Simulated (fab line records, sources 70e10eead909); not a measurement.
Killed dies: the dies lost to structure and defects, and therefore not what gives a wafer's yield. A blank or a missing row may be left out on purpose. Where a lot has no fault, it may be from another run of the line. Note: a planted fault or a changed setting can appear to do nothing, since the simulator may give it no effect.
fab line records | flow nand_harc
[record] lots = 6 | wafers = 18 | last_day = 25
route steps=1159 shown A_M1@1046 A_BONDPAD@1059 END@1159
lots that met no fault: from a run of the same line without faults
start_h: start of the lot's first displayed wafer, in hours after the record's first day | wait_h: hours from the lot's prior step to this one | " unchanged from the row above | L1.1+2: several wafers, shown together as one row | - either no value or no given start | * or withheld: withheld | < > ~ a bound
route shown NAME@n: a module of which the file shows steps, and the number in the route of the first | usual: mean/standard deviation taken from wafers without a fault | same: alike in all rows | chamber/n: place in a boat | sites: each site's reading | _std_site: standard deviation of those values | _edge_site: inner sites' mean taken away from outer sites' mean | radius_mm: for every site, how far away it sits from the centre of the wafer | mask NAME#n: copy n | behind: the most recent tool/chamber to have shaped the wafer | hold: why the lot went on hold/how many hours it stayed there/how the hold came to an end | device: whichever transistor did not switch (one of n, p or np) | end of line: the tests these same wafers got at the end of their route | step lacking rows: just its recipe | killed: at the first sort, the dies lost to defects and structure; wafer yield is something else | map: per-die view of a wafer (x killed, . not killed, _ where there is no die)
set.NAME: the setting as run; set.NAME@STEP: as run at that earlier step | model.NAME: the simulator's own value behind a step, which no gauge read
lots seen at some steps along the route; tables by step, rows by wafer
services: from which hour (start_h, from the record's first day; less than 0 if before it) a tool's chamber was out of use, for how many hours, and why
[[steps]]
[step NHARC_A_M1_DEGAS_29]
[recipe] temp_c = 250 | time_s = 60
[usual] heater_power_w = 347/39
lot.wafer | tool           | chamber | start_h | wait_h | heater_power_w
L811.1    | pvd_sputter-03 | -       | 469.91  | -      | 354
L811.4    | "              | -       | "       | "      | 271
L811.6    | "              | -       | "       | "      | 368
L815.3    | pvd_sputter-03 | -       | 504.86  | -      | 351
L815.1    | "              | -       | "       | "      | 379
L815.2    | "              | -       | "       | "      | 338
L816.3    | pvd_sputter-01 | -       | 505.03  | -      | 320
L816.2    | "              | -       | "       | "      | 357
L816.1    | "              | -       | "       | "      | 328
L817.2    | pvd_sputter-02 | -       | 514.49  | -      | 329
L817.1    | "              | -       | "       | "      | 317
L817.5    | "              | -       | "       | "      | 333
L822.2    | pvd_sputter-01 | -       | 545.68  | -      | 310
L822.4    | "              | -       | "       | "      | 330
L822.5    | "              | -       | "       | "      | 343
L821.3    | pvd_sputter-03 | -       | 549.65  | -      | 387
L821.5    | "              | -       | "       | "      | 350
L821.6    | "              | -       | "       | "      | 376
[step NHARC_A_M1_PRE_CLEAN_30]
[recipe] time_s = 30 | temp_c = 280 | gas = H2/He
[step NHARC_A_M1_PVD_20]
[recipe] target_thk_a = 50 | bias_v = 168.6 | power_w = 15000 | chamber_pressure_pa = 0.12 | time_s = 8.06 | substrate_temp_c = 50 | material = TaN
[usual] throttle_valve_pct = 30.4/1.2
lot.wafer | tool           | chamber | start_h | wait_h | throttle_valve_pct
L811.1    | pvd_sputter-03 | -       | -       | -      | 31.5
L811.4    | "              | -       | "       | "      | 29.4
L811.6    | "              | -       | "       | "      | 30.7
L815.1    | pvd_sputter-03 | -       | -       | -      | 29.8
L815.2    | "              | -       | "       | "      | 31.3
L815.3    | "              | -       | "       | "      | 32.0
L816.2    | pvd_sputter-01 | -       | -       | -      | 29.1
L816.3    | "              | -       | "       | "      | 29.7
L816.1    | "              | -       | "       | "      | 29.3
L817.1    | pvd_sputter-02 | -       | -       | -      | 29.4
L817.2    | "              | -       | "       | "      | 29.0
L817.5    | "              | -       | "       | "      | 30.6
L822.2    | pvd_sputter-01 | -       | -       | -      | 29.1
L822.4    | "              | -       | "       | "      | 30.6
L822.5    | "              | -       | "       | "      | 30.0
L821.3    | pvd_sputter-03 | -       | -       | -      | 31.1
L821.5    | "              | -       | "       | "      | 29.5
L821.6    | "              | -       | "       | "      | 31.4
[step NHARC_A_M1_PVD_21]
[recipe] target_thk_a = 300 | chamber_pressure_pa = 5 | power_w = 5000 | substrate_temp_c = 30 | time_s = 20.49 | material = Cu
[step NHARC_A_M1_ECD_22]
[recipe] target_thk_a = 4000 | bath_temp_c = 25 | material = Cu
[step NHARC_A_M1_ANNEAL_31]
[recipe] temp_c = 225 | time_s = 90
[usual] wafer_temp_C_max = 226.0/0.34
lot.wafer | tool          | chamber | start_h | wait_h | wafer_temp_C_max
L811.1    | rtp_anneal-01 | 0       | 470.66  | -      | 226.4
L811.4    | "             | 0       | "       | "      | 226.1
L811.6    | "             | 0       | "       | "      | 226.3
L815.1    | rtp_anneal-02 | 0       | 505.80  | -      | 226.0
L815.2    | "             | 0       | "       | "      | 226.3
L815.3    | "             | 0       | "       | "      | 225.4
L816.1    | rtp_anneal-01 | 0       | 506.08  | -      | 226.4
L816.2    | "             | 0       | "       | "      | 226.7
L816.3    | "             | 0       | "       | "      | 226.2
L817.1    | rtp_anneal-02 | 0       | 515.25  | 0.3    | 226.0
L817.2    | "             | 0       | "       | "      | 225.6
L817.5    | "             | 0       | "       | "      | 225.8
L822.2    | rtp_anneal-01 | 0       | 546.49  | -      | 225.9
L822.4    | "             | 0       | "       | "      | 226.4
L822.5    | "             | 0       | "       | "      | 226.2
L821.3    | rtp_anneal-02 | 0       | 550.49  | -      | 225.6
L821.5    | "             | 0       | "       | "      | 225.7
L821.6    | "             | 0       | "       | "      | 225.4
[step NHARC_A_M1_CMP_23]
[recipe] t_overpolish_s = 20 | target_thk_nm = 154.34
[usual] motor_current_A = 12.4/1.2 | slurry_filter_dp_kPa = 13.50/0.14 | time_to_endpoint_s = 27.6/2.8
lot.wafer | tool   | chamber | start_h | wait_h | motor_current_A | slurry_filter_dp_kPa | time_to_endpoint_s
L811.4    | cmp-02 | 1       | 471.01  | -      | 13.3            | 13.37                | 28.6
L811.1    | "      | 2       | "       | "      | 10.7            | 13.39                | 33.7
L811.6    | "      | 2       | "       | "      | 10.8            | 13.59                | 32.8
L815.3    | cmp-01 | 1       | 506.15  | -      | 15.4            | 13.41                | 26.8
L815.2    | "      | 2       | "       | "      | 12.6            | 13.39                | 30.5
L815.1    | "      | 0       | "       | "      | 11.2            | 13.54                | 27.2
L816.3    | cmp-02 | 3       | 506.42  | -      | 12.6            | 13.76                | 27.5
L816.1    | "      | 0       | "       | "      | 13.4            | 13.84                | 31.0
L816.2    | "      | 1       | "       | "      | 12.9            | 13.67                | 28.4
L817.1    | cmp-01 | 3       | 515.63  | -      | 12.4            | 13.46                | 24.8
L817.2    | "      | 0       | "       | "      | 11.9            | 13.51                | 25.9
L817.5    | "      | 3       | "       | "      | 12.2            | 13.48                | 23.8
L822.2    | cmp-02 | 1       | 546.84  | -      | 12.9            | 13.33                | 26.2
L822.4    | "      | 2       | "       | "      | 10.6            | 13.32                | 30.7
L822.5    | "      | 3       | "       | "      | 12.4            | 13.57                | 28.0
L821.3    | cmp-01 | 1       | 550.73  | -      | 15.5            | 13.37                | 24.0
L821.5    | "      | 1       | "       | "      | 15.3            | 13.80                | 23.8
L821.6    | "      | 2       | "       | "      | 12.8            | 13.53                | 29.4
[step NHARC_A_M1_THK_MEAS_24]
[recipe] thk_meas_gauge = xrf
[usual] thk_nm = 153.8/1.6
lot.wafer | tool          | chamber | start_h | wait_h | thk_nm
L811.1    | film_metro-01 | -       | 471.33  | -      | 155.7
L811.4    | "             | -       | "       | "      | 154.3
L811.6    | "             | -       | "       | "      | 154.5
L815.1    | film_metro-01 | -       | 506.47  | -      | 154.7
L815.2    | "             | -       | "       | "      | 153.4
L815.3    | "             | -       | "       | "      | 153.9
L816.1    | film_metro-01 | -       | 506.74  | -      | 154.2
L816.2    | "             | -       | "       | "      | 155.7
L816.3    | "             | -       | "       | "      | 153.3
L817.1    | film_metro-02 | -       | 515.92  | -      | 152.1
L817.2    | "             | -       | "       | "      | 154.5
L817.5    | "             | -       | "       | "      | 152.8
L822.2    | film_metro-01 | -       | 547.10  | -      | 154.3
L822.4    | "             | -       | "       | "      | 156.7
L822.5    | "             | -       | "       | "      | 154.7
L821.3    | film_metro-02 | -       | 551.05  | -      | 153.0
L821.5    | "             | -       | "       | "      | 153.5
L821.6    | "             | -       | "       | "      | 154.2
[step NHARC_A_M1_SRD_25]
[step NHARC_A_M1_INSPECT_27]
[usual] raw_defect_count = 459/120
lot.wafer | tool              | chamber | start_h | wait_h | raw_defect_count
L811.1    | defect_inspect-01 | -       | 471.48  | 0.0    | 313
L811.4    | "                 | -       | "       | "      | 486
L811.6    | "                 | -       | "       | "      | 429
L815.1    | defect_inspect-02 | -       | 506.65  | 0.0    | 529
L815.2    | "                 | -       | "       | "      | 731
L815.3    | "                 | -       | "       | "      | 468
L816.1    | defect_inspect-02 | -       | 506.90  | 0.0    | 477
L816.2    | "                 | -       | "       | "      | 397
L816.3    | "                 | -       | "       | "      | 328
L817.1    | defect_inspect-02 | -       | 516.10  | 0.0    | 386
L817.2    | "                 | -       | "       | "      | 355
L817.5    | "                 | -       | "       | "      | 641
L822.2    | defect_inspect-02 | -       | 547.27  | 0.0    | 478
L822.4    | "                 | -       | "       | "      | 410
L822.5    | "                 | -       | "       | "      | 393
L821.3    | defect_inspect-02 | -       | 551.20  | 0.0    | 309
L821.5    | "                 | -       | "       | "      | 437
L821.6    | "                 | -       | "       | "      | 422
[step NHARC_A_M1_PRE_CLEAN_32]
[recipe] time_s = 12 | temp_c = 370 | rf_power_w = 300 | gas = NH3
[usual] heater_power_w = 617/64
lot.wafer | tool     | chamber | start_h | wait_h | heater_power_w
L811.1    | pecvd-01 | 2       | 471.55  | 0.1    | 643
L811.4    | "        | 0       | "       | "      | 638
L811.6    | "        | 1       | "       | "      | 667
L815.3    | pecvd-02 | 2       | 506.74  | 0.1    | 792
L815.2    | "        | 0       | "       | "      | 591
L815.1    | "        | 1       | "       | "      | 552
L816.1    | pecvd-04 | 2       | 506.96  | 0.1    | 591
L816.3    | "        | 0       | "       | "      | 613
L816.2    | "        | 1       | "       | "      | 637
L817.1    | pecvd-04 | 0       | 516.18  | 0.1    | 577
L817.2    | "        | 1       | "       | "      | 607
L817.5    | "        | 0       | "       | "      | 577
L822.2    | pecvd-04 | 0       | 547.35  | 0.1    | 596
L822.4    | "        | 0       | "       | "      | 594
L822.5    | "        | 1       | "       | "      | 608
L821.3    | pecvd-02 | 1       | 551.28  | 0.1    | 582
L821.5    | "        | 0       | "       | "      | 610
L821.6    | "        | 2       | "       | "      | 780
[step NHARC_A_M1_DEP_33]
[recipe] target_thk_a = 300 | temp_c = 370 | target_thk_nm = 30 | pressure_torr = 3 | flow_sccm = 200 | rf_w = 450 | material = SiCN
[usual] chamber_pressure_Torr = 3.000/0.0075 | heater_power_outer_w = 309/49 | heater_power_w = 559/63
lot.wafer | tool     | chamber | start_h | wait_h | chamber_pressure_Torr | heater_power_outer_w | heater_power_w
L811.1    | pecvd-01 | 2       | 471.63  | 0.1    | 2.992                 | 359                  | 566
L811.4    | "        | 0       | "       | "      | 2.991                 | 314                  | 549
L811.6    | "        | 1       | "       | "      | 3.019                 | 262                  | 532
L815.3    | pecvd-02 | 2       | 506.82  | 0.1    | -                     | -                    | -
L815.2    | "        | 0       | "       | "      | -                     | -                    | -
L815.1    | "        | 1       | "       | "      | -                     | -                    | -
L816.1    | pecvd-04 | 2       | 507.04  | 0.1    | -                     | -                    | -
L816.3    | "        | 0       | "       | "      | -                     | -                    | -
L816.2    | "        | 1       | "       | "      | -                     | -                    | -
L817.1    | pecvd-04 | 0       | 516.29  | 0.1    | 3.005                 | 299                  | 547
L817.2    | "        | 1       | "       | "      | 2.990                 | 305                  | 572
L817.5    | "        | 0       | "       | "      | 2.993                 | 295                  | 549
L822.2    | pecvd-04 | 0       | 547.46  | 0.1    | 3.003                 | 248                  | 475
L822.4    | "        | 0       | "       | "      | 3.002                 | 245                  | 475
L822.5    | "        | 1       | "       | "      | 3.010                 | 267                  | 534
L821.3    | pecvd-02 | 1       | 551.39  | 0.1    | 3.000                 | 324                  | 536
L821.5    | "        | 0       | "       | "      | 3.007                 | 324                  | 560
L821.6    | "        | 2       | "       | "      | 3.006                 | 432                  | 703
[step NHARC_A_BONDPAD_DEP_00]
[recipe] target_thk_a = 2500 | temp_c = 370 | target_thk_nm = 250 | pressure_torr = 3 | flow_sccm = 200 | rf_w = 450 | material = SiCN
[step NHARC_END_SORT_01]
[recipe] temp_c = 25
[usual] defect_limited_yield = 95.5/1.4 | killed_at_array = 26/9.7 | killed_at_other = 1.0/1.2 | killed_at_periphery = 3.9/2.6 | killed_dies = 31/9.7 | killed_open = 3.2/1.8 | killed_short = 2.0/1.3 | sort_bin_2_pct = 1.4/0.6 | sort_bin_3_pct = 0.23/0.2 | sort_bin_4_pct = 2.9/0.97 | sort_n_pass = 646/9.7 | sort_rim_yield_pct = 95.7/2.6 | sort_yield_pct = 95.5/1.4
[same] gross_dies = 677 | sort_bin_5_pct[%] = 0 | sort_bin_6_pct[%] = 0 | sort_bin_7_pct[%] = 0 | sort_bin_8_pct[%] = 0 | sort_rim_n_gross = 106.00
lot.wafer | tool      | chamber | start_h | wait_h | defect_limited_yield[%] | killed_at_array | killed_at_other | killed_at_periphery | killed_dies | killed_open | killed_short | sort_bin_2_pct[%] | sort_bin_3_pct[%] | sort_bin_4_pct[%] | sort_n_pass | sort_rim_yield_pct[%] | sort_yield_pct[%]
L811.1    | prober-01 | 0       | 504.11  | 2.5    | 96.3                    | 16              | 5               | 4                   | 25          | 2           | 1            | 1.2               | 0.15              | 2.4               | 652         | 98.1                  | 96.3
L811.4    | prober-01 | 0       | 506.53  | 3.4    | 93.6                    | 32              | 1               | 10                  | 43          | 5           | 4            | 1.6               | 0.15              | 4.6               | 634         | 97.2                  | 93.6
L811.6    | prober-01 | 0       | 508.14  | 4.0    | 95.3                    | 22              | 4               | 6                   | 32          | 2           | 3            | 0.6               | 0.44              | 3.7               | 645         | 92.5                  | 95.3
L815.1    | prober-01 | 0       | 542.17  | 2.5    | 94.1                    | 37              | 0               | 3                   | 40          | 3           | 0            | 2.2               | 0.44              | 3.2               | 637         | 95.3                  | 94.1
L815.2    | prober-01 | 0       | 542.97  | 2.8    | 92.6                    | 43              | 1               | 6                   | 50          | 5           | 4            | 3.0               | 0.15              | 4.3               | 627         | 94.3                  | 92.6
L815.3    | prober-01 | 0       | 543.76  | 3.1    | 94.2                    | 36              | 1               | 2                   | 39          | 2           | 0            | 1.6               | 0.30              | 3.8               | 638         | 96.2                  | 94.2
L816.1    | prober-02 | 0       | 542.24  | 2.5    | 97.9                    | 7               | 0               | 7                   | 14          | 2           | 1            | 0.3               | 0                 | 1.8               | 663         | 98.1                  | 97.9
L816.2    | prober-02 | 0       | 543.05  | 2.8    | 96.6                    | 17              | 1               | 5                   | 23          | 8           | 0            | 0.9               | 0.15              | 2.4               | 654         | 99.1                  | 96.6
L816.3    | prober-02 | 0       | 543.85  | 3.1    | 96.8                    | 15              | 2               | 5                   | 22          | 5           | 2            | 1.3               | 0.15              | 1.8               | 655         | 98.1                  | 96.8
L817.1    | prober-02 | 0       | 550.06  | 2.5    | 95.6                    | 22              | 0               | 8                   | 30          | 2           | 5            | 0.6               | 0.59              | 3.2               | 647         | 95.3                  | 95.6
L817.2    | prober-02 | 0       | 550.85  | 2.8    | 96.5                    | 20              | 1               | 3                   | 24          | 2           | 3            | 0.9               | 0.74              | 1.9               | 653         | 94.3                  | 96.5
L817.5    | prober-02 | 0       | 553.25  | 3.7    | 96.9                    | 16              | 0               | 5                   | 21          | 1           | 1            | 1.3               | 0.15              | 1.6               | 656         | 96.2                  | 96.9
// killed by level:class
L811.1 A_SLIT:chamber_film_flake=8 A_CHANNEL_HOLE_D1:chamber_film_flake=3 A_CONTACT:chamber_film_flake=3 HYBRID_BOND:chamber_film_flake=3 THIN_TSV:chamber_film_flake=2 P_GATE:geometric_particle:open=1 P_CONTACT:geometric_particle:open=1 A_BLC:geometric_particle:short=1
L811.4 A_SLIT:chamber_film_flake=20 P_CONTACT:chamber_film_flake=4 A_CHANNEL_HOLE_D1:chamber_film_flake=3 P_CONTACT:geometric_particle:open=2 A_CHANNEL_FILL_D1:geometric_particle:short=2 A_CONTACT:chamber_film_flake=2 P_GATE:geometric_particle:open=1 P_M0:geometric_particle:open=1
L811.6 A_SLIT:chamber_film_flake=9 P_CONTACT:chamber_film_flake=5 A_CHANNEL_HOLE_D1:chamber_film_flake=3 A_CONTACT:chamber_film_flake=3 THIN_TSV:chamber_film_flake=3 A_ONON_D1:geometric_particle:short=1 A_ONON_D1:geometric_particle:open=1 A_STAIRCASE:geometric_particle:short=1
L815.1 A_CHANNEL_HOLE_D1:chamber_film_flake=18 A_SLIT:chamber_film_flake=15 P_M2:chamber_film_flake=2 P_STI:geometric_particle:open=1 A_CHANNEL_FILL_D1:geometric_particle:open=1 A_BLC:geometric_particle:open=1 A_WL_FILL:chamber_film_flake=1 A_BLC:chamber_film_flake=1
L816.1 P_M2:chamber_film_flake=7 A_CHANNEL_HOLE_D1:chamber_film_flake=2 A_CONTACT:geometric_particle:open=1 A_M1:geometric_particle:open=1 A_M1:geometric_particle:short=1 A_SLIT:chamber_film_flake=1 A_CONTACT:chamber_film_flake=1
L815.2 A_CHANNEL_HOLE_D1:chamber_film_flake=19 A_SLIT:chamber_film_flake=15 P_M2:chamber_film_flake=3 A_WL_FILL:geometric_particle:short=2 A_STAIRCASE:chamber_film_flake=2 P_M0:geometric_particle:open=1 P_M0:geometric_particle:short=1 A_CHANNEL_FILL_D1:geometric_particle:short=1
L816.2 A_CHANNEL_HOLE_D1:chamber_film_flake=8 P_M2:chamber_film_flake=4 A_CHANNEL_FILL_D1:geometric_particle:open=3 P_GATE:geometric_particle:open=1 A_ONON_D1:geometric_particle:open=1 A_CONTACT:geometric_particle:open=1 A_BLC:geometric_particle:open=1 A_M0:geometric_particle:open=1
L815.3 A_CHANNEL_HOLE_D1:chamber_film_flake=25 A_SLIT:chamber_film_flake=8 A_WL_FILL:chamber_film_flake=2 A_BLC:geometric_particle:open=1 STARTING-WAFER:geometric_particle:open=1 P_ZERO_WELL:chamber_film_flake=1 P_M2:chamber_film_flake=1
L816.3 A_CHANNEL_HOLE_D1:chamber_film_flake=5 P_M2:chamber_film_flake=4 A_CHANNEL_HOLE_D1:geometric_particle:open=3 A_SLIT:chamber_film_flake=2 A_ONON_D1:geometric_particle:short=1 A_SGD_CUT:geometric_particle:short=1 A_M0:geometric_particle:open=1 P_GATE:chamber_film_flake=1
L817.1 A_CHANNEL_HOLE_D1:chamber_film_flake=7 A_CONTACT:chamber_film_flake=6 P_GATE:chamber_film_flake=4 A_M1:chamber_film_flake=4 A_WL_FILL:geometric_particle:short=2 P_CONTACT:geometric_particle:short=1 P_M1:geometric_particle:open=1 P_M2:geometric_particle:short=1
L817.2 A_CHANNEL_HOLE_D1:chamber_film_flake=6 A_CONTACT:chamber_film_flake=5 P_GATE:chamber_film_flake=3 A_M1:chamber_film_flake=3 A_STAIRCASE:chamber_film_flake=2 A_STAIRCASE:geometric_particle:open=1 A_WL_FILL:geometric_particle:short=1 A_CONTACT:geometric_particle:open=1
L817.5 A_CONTACT:chamber_film_flake=6 A_CHANNEL_HOLE_D1:chamber_film_flake=4 P_GATE:chamber_film_flake=4 P_M0:geometric_particle:short=1 A_CONTACT:geometric_particle:open=1 A_CHANNEL_FILL_D1:chamber_film_flake=1 A_STAIRCASE:chamber_film_flake=1 A_SLIT:chamber_film_flake=1
[[services]]
tool           | chamber | start_h | hours | kind
cmp-02         | -       | 451.81  | 0.3   | repair
pvd_sputter-03 | -       | 458.00  | 10.0  | pm
cmp-01         | -       | 473.60  | 4.0   | pm
cmp-01         | -       | 477.60  | -     | consumable_replace:conditioner
cmp-01         | -       | 477.60  | -     | consumable_replace:pad
cmp-02         | -       | 484.73  | 4.4   | repair
cmp-01         | -       | 484.86  | 1.0   | repair
cmp-01         | -       | 489.29  | 1.0   | repair
pecvd-04       | -       | 490.51  | 1.0   | repair
pvd_sputter-01 | -       | 514.03  | 10.0  | pm
pecvd-02       | -       | 515.35  | 13.0  | pm
pecvd-02       | 0       | 515.35  | 13.0  | vent_cycle
pecvd-02       | 1       | 515.35  | 13.0  | vent_cycle
pecvd-02       | 2       | 515.35  | 13.0  | vent_cycle
cmp-02         | -       | 520.50  | 4.0   | pm
cmp-02         | -       | 524.50  | -     | consumable_replace:conditioner
cmp-02         | -       | 524.50  | -     | consumable_replace:pad
pecvd-02       | 0       | 528.35  | -     | clean
pecvd-02       | 1       | 528.35  | -     | clean
pecvd-02       | 2       | 528.35  | -     | clean
pvd_sputter-03 | -       | 544.72  | 2.2   | repair
pecvd-04       | -       | 551.55  | 1.5   | repair
[[key]]
[first_sign] step = NHARC_A_M1_DEP_33 | reading = tool_record | direction = missing
effect none on later readings
met_at NHARC_A_M1_DEP_33
struck_wafers L815.1,L815.2,L815.3,L816.1,L816.2,L816.3
[fault] kind = skipped_step_whole | tool = pecvd-02,pecvd-04 | chamber = - | onset_h = 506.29 | steps = NHARC_A_M1_DEP_33 | scope = struck_lots_only
